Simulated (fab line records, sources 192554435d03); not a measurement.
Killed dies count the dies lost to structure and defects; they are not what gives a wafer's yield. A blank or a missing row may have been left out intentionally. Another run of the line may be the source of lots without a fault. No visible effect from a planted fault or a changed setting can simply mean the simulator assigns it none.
fab line records / flow n5_finfet / part 2 of 2: steps 21 to 31 of 31
[record] lots = 5 wafers = 15 last_day = 16
route steps=1938 shown SD_EPI_N@291 SD_EPI_P@295
lots untouched by any fault: they come from a run of this same line in which no faults occurred
start_h: hours from the record's first day to the start of the lot's first wafer shown / wait_h: time in hours since the lot's previous step / " unchanged from the row above / L1.1+2: one row covering several wafers at once / - either no value or no given start / * or withheld: withheld / < > ~ a bound
route shown NAME@n: names a module that has steps shown in the file, with the first one's number in the route / usual: average and standard deviation across the fault-free wafers / same: alike in all rows / chamber/n: place in a boat / sites: per-site readings / _std_site: the standard deviation of these / _edge_site: outer sites' mean less inner sites' / radius_mm: how far each site lies from the wafer's centre / mask NAME#n: copy n / behind: the most recent tool/chamber to have shaped the wafer / hold: the reason the lot was held/the length of the hold in hours/how it ended / device: the n, p or np transistor that did not switch / end of line: the tests these same wafers got at the end of their route / a step with no rows: only its recipe / killed: at the first sort, the dies lost to defects and structure; wafer yield is something else / map: per-die view of a wafer (x killed, . not killed, _ where there is no die)
set.NAME: the setting the step ran with; set.NAME@STEP: the setting that earlier step ran with / model.NAME: the simulator's own value behind a step, which no gauge read
lots at some steps of the route; a table a step, a row a wafer
services: when a tool's chamber went out of use (start_h, in hours from the record's first day, below 0 if earlier), for how many hours, and the reason
[[steps]]
[step N5_SD_EPI_P_ETCH_47]
[recipe] chemistry = CH3F/O2 target = SiOCN target_depth_a = 250 mask_material = SOC ion_energy_ev = 60 bias_w = 29 pressure_mtorr = 30 source_w = 410 Ar_flow_sccm = 150 CH3F_flow_sccm = 30 O2_flow_sccm = 20
[usual] drypump_motor_current_A = 5.6/0.31 oes_f_703_au = 0.73/0.07 oes_product_au = 0.74/0.069 rf_vpp_V = 128.0/1.4 showerhead_plenum_p_Torr = 2.00/0.062 throttle_valve_pct = 16.36/0.21
lot.wafer=L077.2 tool=rie_diel-04 chamber=1 start_h=73.40 wait_h=0.1 drypump_motor_current_A=5.9 oes_f_703_au=0.73 oes_product_au=0.76 rf_hours_counter_h=138 rf_vpp_V=127.7 showerhead_plenum_p_Torr=2.09 throttle_valve_pct=16.21
lot.wafer=L077.4 tool=rie_diel-04 chamber=2 start_h=73.40 wait_h=0.1 drypump_motor_current_A=5.8 oes_f_703_au=0.70 oes_product_au=0.70 rf_hours_counter_h=215 rf_vpp_V=126.2 showerhead_plenum_p_Torr=1.99 throttle_valve_pct=16.35
lot.wafer=L077.5 tool=rie_diel-04 chamber=3 start_h=73.40 wait_h=0.1 drypump_motor_current_A=5.5 oes_f_703_au=0.72 oes_product_au=0.74 rf_hours_counter_h=- rf_vpp_V=128.5 showerhead_plenum_p_Torr=1.90 throttle_valve_pct=16.59
lot.wafer=L079.2 tool=rie_diel-02 chamber=1 start_h=86.00 wait_h=0.1 drypump_motor_current_A=5.8 oes_f_703_au=0.68 oes_product_au=0.68 rf_hours_counter_h=206 rf_vpp_V=128.6 showerhead_plenum_p_Torr=2.07 throttle_valve_pct=16.35
lot.wafer=L079.4 tool=rie_diel-02 chamber=2 start_h=86.00 wait_h=0.1 drypump_motor_current_A=5.7 oes_f_703_au=0.71 oes_product_au=0.70 rf_hours_counter_h=211 rf_vpp_V=127.8 showerhead_plenum_p_Torr=2.07 throttle_valve_pct=16.37
lot.wafer=L079.6 tool=rie_diel-02 chamber=1 start_h=86.00 wait_h=0.1 drypump_motor_current_A=5.9 oes_f_703_au=0.68 oes_product_au=0.69 rf_hours_counter_h=- rf_vpp_V=126.8 showerhead_plenum_p_Torr=2.07 throttle_valve_pct=16.35
lot.wafer=L084.1 tool=rie_diel-04 chamber=3 start_h=114.90 wait_h=0.1 drypump_motor_current_A=5.5 oes_f_703_au=0.71 oes_product_au=0.74 rf_hours_counter_h=201 rf_vpp_V=128.5 showerhead_plenum_p_Torr=1.89 throttle_valve_pct=16.60
lot.wafer=L084.3 tool=rie_diel-04 chamber=2 start_h=114.90 wait_h=0.1 drypump_motor_current_A=5.8 oes_f_703_au=0.70 oes_product_au=0.70 rf_hours_counter_h=225 rf_vpp_V=125.9 showerhead_plenum_p_Torr=1.99 throttle_valve_pct=16.36
lot.wafer=L084.4 tool=rie_diel-04 chamber=0 start_h=114.90 wait_h=0.1 drypump_motor_current_A=5.7 oes_f_703_au=0.70 oes_product_au=0.73 rf_hours_counter_h=164 rf_vpp_V=129.1 showerhead_plenum_p_Torr=2.00 throttle_valve_pct=16.67
lot.wafer=L088.4 tool=rie_diel-04 chamber=3 start_h=137.67 wait_h=0.1 drypump_motor_current_A=5.5 oes_f_703_au=0.72 oes_product_au=0.72 rf_hours_counter_h=207 rf_vpp_V=128.1 showerhead_plenum_p_Torr=1.89 throttle_valve_pct=16.61
lot.wafer=L088.5 tool=rie_diel-04 chamber=1 start_h=137.67 wait_h=0.1 drypump_motor_current_A=5.9 oes_f_703_au=0.71 oes_product_au=0.74 rf_hours_counter_h=- rf_vpp_V=128.8 showerhead_plenum_p_Torr=2.08 throttle_valve_pct=16.25
lot.wafer=L088.6 tool=rie_diel-04 chamber=2 start_h=137.67 wait_h=0.1 drypump_motor_current_A=5.7 oes_f_703_au=0.69 oes_product_au=0.69 rf_hours_counter_h=- rf_vpp_V=126.6 showerhead_plenum_p_Torr=1.99 throttle_valve_pct=16.39
lot.wafer=L089.2 tool=rie_diel-04 chamber=1 start_h=150.26 wait_h=0.1 drypump_motor_current_A=5.9 oes_f_703_au=0.71 oes_product_au=0.74 rf_hours_counter_h=160 rf_vpp_V=128.9 showerhead_plenum_p_Torr=2.08 throttle_valve_pct=16.27
lot.wafer=L089.4 tool=rie_diel-04 chamber=2 start_h=150.26 wait_h=0.1 drypump_motor_current_A=5.8 oes_f_703_au=0.69 oes_product_au=0.69 rf_hours_counter_h=237 rf_vpp_V=125.5 showerhead_plenum_p_Torr=1.98 throttle_valve_pct=16.40
lot.wafer=L089.6 tool=rie_diel-04 chamber=3 start_h=150.26 wait_h=0.1 drypump_motor_current_A=5.5 oes_f_703_au=0.71 oes_product_au=0.73 rf_hours_counter_h=- rf_vpp_V=128.8 showerhead_plenum_p_Torr=1.89 throttle_valve_pct=16.62
[step N5_SD_EPI_P_ETCH_16]
[recipe] chemistry = CHF3/O2 target = SiO2 target_depth_a = 50 mask_material = SOC pressure_mtorr = 30 source_w = 650 bias_w = 170 Ar_flow_sccm = 200 CHF3_flow_sccm = 50 O2_flow_sccm = 5 ion_energy_ev = 200
[usual] drypump_motor_current_A = 5.6/0.31 oes_f_703_au = 0.73/0.069 oes_product_au = 0.74/0.068 rf_vpp_V = 527/5.5 showerhead_plenum_p_Torr = 2.41/0.072 throttle_valve_pct = 18.93/0.2
lot.wafer=L077.2 tool=rie_diel-04 chamber=1 start_h=73.50 wait_h=0.1 drypump_motor_current_A=6.0 oes_f_703_au=0.72 oes_product_au=0.76 rf_hours_counter_h=138 rf_vpp_V=531 showerhead_plenum_p_Torr=2.51 throttle_valve_pct=18.78
lot.wafer=L077.4 tool=rie_diel-04 chamber=2 start_h=73.50 wait_h=0.1 drypump_motor_current_A=5.8 oes_f_703_au=0.70 oes_product_au=0.70 rf_hours_counter_h=215 rf_vpp_V=522 showerhead_plenum_p_Torr=2.40 throttle_valve_pct=18.90
lot.wafer=L077.5 tool=rie_diel-04 chamber=3 start_h=73.50 wait_h=0.1 drypump_motor_current_A=5.5 oes_f_703_au=0.72 oes_product_au=0.74 rf_hours_counter_h=- rf_vpp_V=531 showerhead_plenum_p_Torr=2.29 throttle_valve_pct=19.14
lot.wafer=L079.2 tool=rie_diel-02 chamber=1 start_h=86.10 wait_h=0.1 drypump_motor_current_A=5.8 oes_f_703_au=0.69 oes_product_au=0.69 rf_hours_counter_h=206 rf_vpp_V=524 showerhead_plenum_p_Torr=2.49 throttle_valve_pct=18.87
lot.wafer=L079.4 tool=rie_diel-02 chamber=2 start_h=86.10 wait_h=0.1 drypump_motor_current_A=5.6 oes_f_703_au=0.70 oes_product_au=0.70 rf_hours_counter_h=211 rf_vpp_V=530 showerhead_plenum_p_Torr=2.49 throttle_valve_pct=18.95
lot.wafer=L079.6 tool=rie_diel-02 chamber=1 start_h=86.10 wait_h=0.1 drypump_motor_current_A=5.8 oes_f_703_au=0.69 oes_product_au=0.69 rf_hours_counter_h=- rf_vpp_V=523 showerhead_plenum_p_Torr=2.49 throttle_valve_pct=18.87
lot.wafer=L084.1 tool=rie_diel-04 chamber=3 start_h=115.00 wait_h=0.1 drypump_motor_current_A=5.5 oes_f_703_au=0.72 oes_product_au=0.73 rf_hours_counter_h=201 rf_vpp_V=533 showerhead_plenum_p_Torr=2.29 throttle_valve_pct=19.16
lot.wafer=L084.3 tool=rie_diel-04 chamber=2 start_h=115.00 wait_h=0.1 drypump_motor_current_A=5.7 oes_f_703_au=0.69 oes_product_au=0.70 rf_hours_counter_h=225 rf_vpp_V=521 showerhead_plenum_p_Torr=2.40 throttle_valve_pct=18.94
lot.wafer=L084.4 tool=rie_diel-04 chamber=0 start_h=115.00 wait_h=0.1 drypump_motor_current_A=5.7 oes_f_703_au=0.71 oes_product_au=0.73 rf_hours_counter_h=164 rf_vpp_V=533 showerhead_plenum_p_Torr=2.41 throttle_valve_pct=19.27
lot.wafer=L088.4 tool=rie_diel-04 chamber=3 start_h=137.77 wait_h=0.1 drypump_motor_current_A=5.5 oes_f_703_au=0.71 oes_product_au=0.72 rf_hours_counter_h=207 rf_vpp_V=532 showerhead_plenum_p_Torr=2.28 throttle_valve_pct=19.17
lot.wafer=L088.5 tool=rie_diel-04 chamber=1 start_h=137.77 wait_h=0.1 drypump_motor_current_A=6.0 oes_f_703_au=0.71 oes_product_au=0.74 rf_hours_counter_h=- rf_vpp_V=532 showerhead_plenum_p_Torr=2.51 throttle_valve_pct=18.80
lot.wafer=L088.6 tool=rie_diel-04 chamber=2 start_h=137.77 wait_h=0.1 drypump_motor_current_A=5.8 oes_f_703_au=0.69 oes_product_au=0.68 rf_hours_counter_h=- rf_vpp_V=522 showerhead_plenum_p_Torr=2.39 throttle_valve_pct=18.95
lot.wafer=L089.2 tool=rie_diel-04 chamber=1 start_h=150.36 wait_h=0.1 drypump_motor_current_A=5.9 oes_f_703_au=0.71 oes_product_au=0.73 rf_hours_counter_h=160 rf_vpp_V=530 showerhead_plenum_p_Torr=2.51 throttle_valve_pct=18.84
lot.wafer=L089.4 tool=rie_diel-04 chamber=2 start_h=150.36 wait_h=0.1 drypump_motor_current_A=5.7 oes_f_703_au=0.68 oes_product_au=0.68 rf_hours_counter_h=237 rf_vpp_V=520 showerhead_plenum_p_Torr=2.39 throttle_valve_pct=18.94
lot.wafer=L089.6 tool=rie_diel-04 chamber=3 start_h=150.36 wait_h=0.1 drypump_motor_current_A=5.5 oes_f_703_au=0.71 oes_product_au=0.72 rf_hours_counter_h=- rf_vpp_V=532 showerhead_plenum_p_Torr=2.28 throttle_valve_pct=19.17
[step N5_SD_EPI_P_STRIP_50]
[recipe] chemistry = CHF3/O2 resist = SiARC rf_frequency_hz = 6e+07
lot.wafer=L077.2+4+5 tool=rie_diel-04 chamber=1,2,3 start_h=73.54 wait_h=0.0
lot.wafer=L079.2+4+6 tool=rie_diel-02 chamber=1,2,1 start_h=86.14 wait_h=0.0
lot.wafer=L084.1+3+4 tool=rie_diel-04 chamber=3,2,0 start_h=115.04 wait_h=0.0
lot.wafer=L088.4+5+6 tool=rie_diel-04 chamber=3,1,2 start_h=137.81 wait_h=0.0
lot.wafer=L089.2+4+6 tool=rie_diel-04 chamber=1,2,3 start_h=150.40 wait_h=0.0
[step N5_SD_EPI_P_SD_RECESS_17]
[recipe] chemistry = HBr/Cl2/O2 target_depth_a = 391 bt_time_s = 3 pressure_mtorr = 10 icp_w = 800 bias_w = 112 HBr_flow_sccm = 150 Cl2_flow_sccm = 80 O2_flow_sccm = 12
[usual] drypump_motor_current_A = 5.7/0.39 oes_product_au = 0.999/0.018 throttle_valve_pct = 36.98/0.28
lot.wafer=L077.2 tool=rie_si-01 chamber=3 start_h=73.57 wait_h=0.0 drypump_motor_current_A=5.7 oes_product_au=0.981 rf_hours_counter_h=140 throttle_valve_pct=37.33
lot.wafer=L077.4 tool=rie_si-01 chamber=0 start_h=73.57 wait_h=0.0 drypump_motor_current_A=5.8 oes_product_au=1.009 rf_hours_counter_h=106 throttle_valve_pct=36.81
lot.wafer=L077.5 tool=rie_si-01 chamber=2 start_h=73.57 wait_h=0.0 drypump_motor_current_A=5.7 oes_product_au=0.977 rf_hours_counter_h=- throttle_valve_pct=36.96
lot.wafer=L079.2 tool=rie_si-01 chamber=3 start_h=86.17 wait_h=0.0 drypump_motor_current_A=5.7 oes_product_au=0.992 rf_hours_counter_h=140 throttle_valve_pct=37.31
lot.wafer=L079.4 tool=rie_si-01 chamber=0 start_h=86.17 wait_h=0.0 drypump_motor_current_A=5.8 oes_product_au=1.015 rf_hours_counter_h=106 throttle_valve_pct=36.81
lot.wafer=L079.6 tool=rie_si-01 chamber=2 start_h=86.17 wait_h=0.0 drypump_motor_current_A=5.7 oes_product_au=0.979 rf_hours_counter_h=- throttle_valve_pct=36.95
lot.wafer=L084.1 tool=rie_si-02 chamber=3 start_h=115.07 wait_h=0.0 drypump_motor_current_A=6.4 oes_product_au=1.009 rf_hours_counter_h=159 throttle_valve_pct=37.20
lot.wafer=L084.3 tool=rie_si-02 chamber=0 start_h=115.07 wait_h=0.0 drypump_motor_current_A=5.3 oes_product_au=1.006 rf_hours_counter_h=34 throttle_valve_pct=36.87
lot.wafer=L084.4 tool=rie_si-02 chamber=2 start_h=115.07 wait_h=0.0 drypump_motor_current_A=6.4 oes_product_au=1.000 rf_hours_counter_h=11 throttle_valve_pct=37.12
lot.wafer=L088.4 tool=rie_si-01 chamber=2 start_h=137.87 wait_h=0.1 drypump_motor_current_A=5.7 oes_product_au=0.982 rf_hours_counter_h=- throttle_valve_pct=36.96
lot.wafer=L088.5 tool=rie_si-01 chamber=3 start_h=137.87 wait_h=0.1 drypump_motor_current_A=5.7 oes_product_au=0.977 rf_hours_counter_h=- throttle_valve_pct=37.31
lot.wafer=L088.6 tool=rie_si-01 chamber=0 start_h=137.87 wait_h=0.1 drypump_motor_current_A=5.8 oes_product_au=1.011 rf_hours_counter_h=- throttle_valve_pct=36.81
lot.wafer=L089.2 tool=rie_si-06 chamber=2 start_h=150.44 wait_h=0.0 drypump_motor_current_A=5.0 oes_product_au=0.990 rf_hours_counter_h=116 throttle_valve_pct=37.02
lot.wafer=L089.4 tool=rie_si-06 chamber=1 start_h=150.44 wait_h=0.0 drypump_motor_current_A=5.7 oes_product_au=0.976 rf_hours_counter_h=5 throttle_valve_pct=37.53
lot.wafer=L089.6 tool=rie_si-06 chamber=3 start_h=150.44 wait_h=0.0 drypump_motor_current_A=5.5 oes_product_au=0.983 rf_hours_counter_h=- throttle_valve_pct=36.98
[step N5_SD_EPI_P_WET_ETCH_45]
[recipe] chemistry = dHF dilution = withheld time_s = 10.7 target = SiO2 target_depth_a = 20 temp_c = 25 dry = ipa_marangoni rinse_time_s = 30 rinse_temp_c = 23
lot.wafer=L077.2+4+5 tool=wet_bench-06 chamber=7,1,4 start_h=73.67 wait_h=0.1
lot.wafer=L079.2+4+6 tool=wet_bench-06 chamber=3,6,0 start_h=86.27 wait_h=0.1
lot.wafer=L084.1+3+4 tool=wet_bench-02 chamber=2,3,7 start_h=115.16 wait_h=0.1
lot.wafer=L088.4+5+6 tool=wet_bench-02 chamber=5,6,1 start_h=137.93 wait_h=0.0
lot.wafer=L089.2+4+6 tool=wet_bench-01 chamber=3,5,2 start_h=150.53 wait_h=0.1
[step N5_SD_EPI_P_STRIP_40]
[recipe] chemistry = N2/H2 power_w = 1000 temp_c = 250 h2_frac = 0.65 overash_fraction = 0.3 pressure_mtorr = withheld n2_flow_sccm = 1750 h2_flow_sccm = 3250
[usual] drypump_motor_current_A = 5.6/0.52 heater_power_w = 338/10 oes_product_au = 0.760/0.011
lot.wafer=L077.2 tool=plasma_asher-02 chamber=1 start_h=73.72 wait_h=0.0 drypump_motor_current_A=5.8 heater_power_w=343 oes_product_au=0.761 rf_hours_counter_h=37
lot.wafer=L077.4 tool=plasma_asher-02 chamber=1 start_h=73.72 wait_h=0.0 drypump_motor_current_A=5.8 heater_power_w=343 oes_product_au=0.760 rf_hours_counter_h=-
lot.wafer=L077.5 tool=plasma_asher-02 chamber=1 start_h=73.72 wait_h=0.0 drypump_motor_current_A=5.8 heater_power_w=340 oes_product_au=0.752 rf_hours_counter_h=-
lot.wafer=L079.2 tool=plasma_asher-02 chamber=1 start_h=86.32 wait_h=0.0 drypump_motor_current_A=5.8 heater_power_w=358 oes_product_au=0.777 rf_hours_counter_h=39
lot.wafer=L079.4 tool=plasma_asher-02 chamber=1 start_h=86.32 wait_h=0.0 drypump_motor_current_A=5.8 heater_power_w=349 oes_product_au=0.769 rf_hours_counter_h=-
lot.wafer=L079.6 tool=plasma_asher-02 chamber=1 start_h=86.32 wait_h=0.0 drypump_motor_current_A=5.8 heater_power_w=343 oes_product_au=0.740 rf_hours_counter_h=-
lot.wafer=L084.1 tool=plasma_asher-02 chamber=1 start_h=115.21 wait_h=0.0 drypump_motor_current_A=5.8 heater_power_w=356 oes_product_au=0.741 rf_hours_counter_h=45
lot.wafer=L084.3 tool=plasma_asher-02 chamber=0 start_h=115.21 wait_h=0.0 drypump_motor_current_A=6.2 heater_power_w=334 oes_product_au=0.762 rf_hours_counter_h=-
lot.wafer=L084.4 tool=plasma_asher-02 chamber=1 start_h=115.21 wait_h=0.0 drypump_motor_current_A=5.8 heater_power_w=353 oes_product_au=0.757 rf_hours_counter_h=-
lot.wafer=L088.4 tool=plasma_asher-01 chamber=1 start_h=138.00 wait_h=0.0 drypump_motor_current_A=4.7 heater_power_w=325 oes_product_au=0.758 rf_hours_counter_h=-
lot.wafer=L088.5 tool=plasma_asher-01 chamber=1 start_h=138.00 wait_h=0.0 drypump_motor_current_A=4.7 heater_power_w=324 oes_product_au=0.738 rf_hours_counter_h=-
lot.wafer=L088.6 tool=plasma_asher-01 chamber=0 start_h=138.00 wait_h=0.0 drypump_motor_current_A=5.7 heater_power_w=348 oes_product_au=0.768 rf_hours_counter_h=-
lot.wafer=L089.2 tool=plasma_asher-02 chamber=1 start_h=150.58 wait_h=0.0 drypump_motor_current_A=5.8 heater_power_w=352 oes_product_au=0.747 rf_hours_counter_h=52
lot.wafer=L089.4 tool=plasma_asher-02 chamber=0 start_h=150.58 wait_h=0.0 drypump_motor_current_A=6.2 heater_power_w=332 oes_product_au=0.762 rf_hours_counter_h=-
lot.wafer=L089.6 tool=plasma_asher-02 chamber=1 start_h=150.58 wait_h=0.0 drypump_motor_current_A=5.8 heater_power_w=346 oes_product_au=0.755 rf_hours_counter_h=-
[step N5_SD_EPI_P_PRECLEAN_52]
[recipe] chemistry = O3/DIW time_s = 60 temp_c = 22 o3_ppm = 10
lot.wafer=L077.2+4+5 tool=wet_bench-02 chamber=0,1,2 start_h=73.80 wait_h=-
lot.wafer=L079.2+4+6 tool=wet_bench-02 chamber=4,0,3 start_h=86.41 wait_h=-
lot.wafer=L084.1+3+4 tool=wet_bench-01 chamber=7,5,0 start_h=115.30 wait_h=-
lot.wafer=L088.4+5+6 tool=wet_bench-02 chamber=1,6,0 start_h=138.07 wait_h=-
lot.wafer=L089.2+4+6 tool=wet_bench-02 chamber=1,0,7 start_h=150.67 wait_h=-
[step N5_SD_EPI_P_SRD_20]
[recipe] dry = ipa_marangoni do_ppb = 5 time_s = 30 temp_c = 23 rinse_liquid = diw
lot.wafer=L077.2+4+5 tool=wet_bench-02 chamber=0,1,2 start_h=73.82 wait_h=0.0
lot.wafer=L079.2+4+6 tool=wet_bench-02 chamber=4,0,3 start_h=86.43 wait_h=0.0
lot.wafer=L084.1+3+4 tool=wet_bench-01 chamber=7,5,0 start_h=115.32 wait_h=0.0
lot.wafer=L088.4+5+6 tool=wet_bench-02 chamber=1,6,0 start_h=138.09 wait_h=0.0
lot.wafer=L089.2+4+6 tool=wet_bench-02 chamber=1,0,7 start_h=150.69 wait_h=0.0
[step N5_SD_EPI_P_PRECLEAN_51]
[recipe] chemistry = NF3:NH3 afs_cycles = 1 temp_c = 30 time_s = 20 sublimation_temp_c = 180 sublimation_time_s = 60 pressure_torr = 3 rf_power_w = 30
[same] afs_cycles = 1
lot.wafer=L077.2+4+5 tool=epi_rpcvd-02 chamber=0 start_h=73.90 wait_h=0.1
lot.wafer=L079.2+4+6 tool=epi_rpcvd-04 chamber=0 start_h=86.51 wait_h=0.1
lot.wafer=L084.1+3+4 tool=epi_rpcvd-04 chamber=0 start_h=115.37 wait_h=0.0
lot.wafer=L088.4+5+6 tool=epi_rpcvd-04 chamber=0 start_h=138.23 wait_h=0.1
lot.wafer=L089.2+4+6 tool=epi_rpcvd-03 chamber=0 start_h=150.78 wait_h=0.1
[step N5_SD_EPI_P_VAPOR_ETCH_44]
[recipe] chemistry = NF3/Ar target = SiGe30 temp_c = 25 time_s = 3.3 mode = isotropic
lot.wafer=L077.2+4+5 tool=epi_rpcvd-02 chamber=0 start_h=74.08 wait_h=0.1
lot.wafer=L079.2+4+6 tool=epi_rpcvd-04 chamber=0 start_h=86.69 wait_h=0.1
lot.wafer=L084.1+3+4 tool=epi_rpcvd-04 chamber=0 start_h=115.55 wait_h=0.1
lot.wafer=L088.4+5+6 tool=epi_rpcvd-04 chamber=0 start_h=138.41 wait_h=0.1
lot.wafer=L089.2+4+6 tool=epi_rpcvd-03 chamber=0 start_h=151.02 wait_h=0.2
[step N5_SD_EPI_P_EPI_21]
[recipe] material = SiGe:B dopant = B temp_c = 550 pressure_torr = 20 ambient = H2 time_s = 355
lot.wafer=L077.2+4+5 tool=epi_rpcvd-02 chamber=0 start_h=74.59 wait_h=0.5
lot.wafer=L079.2+4+6 tool=epi_rpcvd-04 chamber=0 start_h=87.20 wait_h=0.5
lot.wafer=L084.1+3+4 tool=epi_rpcvd-04 chamber=0 start_h=115.73 wait_h=0.1
lot.wafer=L088.4+5+6 tool=epi_rpcvd-04 chamber=0 start_h=139.58 wait_h=1.1
lot.wafer=L089.2+4+6 tool=epi_rpcvd-03 chamber=0 start_h=151.70 wait_h=0.6
[[services]]
tool=wet_bench-03 chamber=- start_h=49.08 hours=2.1 kind=repair
tool=ald_sin-01 chamber=1 start_h=52.24 hours=11.0 kind=repair
tool=arfi_scanner-03 chamber=- start_h=55.61 hours=1.0 kind=pm
tool=arfi_scanner-01 chamber=- start_h=78.58 hours=1.0 kind=pm
tool=ald_sin-02 chamber=- start_h=85.26 hours=14.0 kind=pm
tool=ald_sin-02 chamber=0 start_h=85.26 hours=14.0 kind=vent_cycle
tool=ald_sin-02 chamber=1 start_h=85.26 hours=14.0 kind=vent_cycle
tool=ald_sin-02 chamber=2 start_h=85.26 hours=14.0 kind=vent_cycle
tool=ald_sin-02 chamber=3 start_h=85.26 hours=14.0 kind=vent_cycle
tool=ald_sin-01 chamber=- start_h=89.32 hours=6.1 kind=pm
tool=arfi_scanner-01 chamber=- start_h=91.00 hours=1.3 kind=pm
tool=rie_si-01 chamber=2 start_h=92.28 hours=4.2 kind=repair
tool=ald_sin-02 chamber=0 start_h=99.26 hours=- kind=clean
tool=ald_sin-02 chamber=1 start_h=99.26 hours=- kind=clean
tool=rie_si-01 chamber=0 start_h=99.71 hours=3.0 kind=repair
tool=ald_sin-01 chamber=3 start_h=111.29 hours=1.9 kind=repair
tool=rie_si-06 chamber=- start_h=116.06 hours=28.1 kind=pm
tool=rie_si-01 chamber=1 start_h=119.62 hours=22.1 kind=repair
tool=rie_si-01 chamber=2 start_h=121.47 hours=5.6 kind=repair
tool=arfi_scanner-03 chamber=- start_h=123.40 hours=1.3 kind=pm
tool=arfi_scanner-01 chamber=- start_h=127.37 hours=1.6 kind=repair
tool=rie_diel-04 chamber=3 start_h=129.24 hours=4.7 kind=repair
tool=arfi_scanner-01 chamber=- start_h=142.22 hours=6.0 kind=pm
tool=arfi_scanner-01 chamber=- start_h=149.45 hours=0.4 kind=repair
